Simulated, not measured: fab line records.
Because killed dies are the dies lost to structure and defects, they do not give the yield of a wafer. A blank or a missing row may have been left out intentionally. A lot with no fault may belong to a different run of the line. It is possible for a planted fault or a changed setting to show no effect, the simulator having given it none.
One fault through the eyes of 2 desks | flow n5 finfet | only its own numbers are on each desk; what lay behind them is given at the end

== DESK OF THE TOOL OWNER: litho track-05 ==
The tool's own readings at N5_BEOL_M9_DEVELOP_27 (develop time 30 s): means of the sampled wafers that have a number, for each lot that ran on this tool. Marked OUT: a lot whose mean sits more than 4 standard deviations from the usual mean, which makes it out of limits; the brackets give that distance.
Columns: A = chill plate temp C at N5_BEOL_M9_DEVELOP_27, usual 23.00 C
lot  | first seen here | A
L245 | day 11 19:20    | 23.03
L260 | day 15 13:24    | 23.02
L259 | day 15 13:58    | 22.91
This desk's finding: nothing out of limits on any of the 3 lots.

== THE METROLOGY DESK ==
Means of the sampled wafers that have a number, per lot and without regard to the tool the lot ran on: this is what the gauges read. Marked OUT: a lot whose mean sits more than 4 standard deviations from the usual mean, which makes it out of limits; the brackets give that distance.
Columns: A = cd nm at N5_BEOL_M9_CD_MEAS_18, usual 70.1 nm; B = cd nm at N5_BEOL_M9_CD_MEAS_28, usual 70.03 nm
lot  | first seen here | A    | B
L245 | day 11 15:49    | 70.1 | 70.34
L246 | day 11 19:36    | 70.0 | -
L247 | day 12 04:05    | 70.9 | -
L249 | day 12 21:31    | 69.9 | -
L253 | day 13 22:23    | 69.9 | 70.18
L260 | day 15 13:03    | 70.2 | 69.80
L259 | day 15 13:10    | 69.7 | 70.11
This desk's finding: nothing out of limits on any of the 7 lots.

== PUT TOGETHER ==
Nothing out of limits was seen by the tool owner's desk.
Nothing out of limits was seen by the metrology desk.

== WHAT THE SIMULATOR HAD PUT IN ==
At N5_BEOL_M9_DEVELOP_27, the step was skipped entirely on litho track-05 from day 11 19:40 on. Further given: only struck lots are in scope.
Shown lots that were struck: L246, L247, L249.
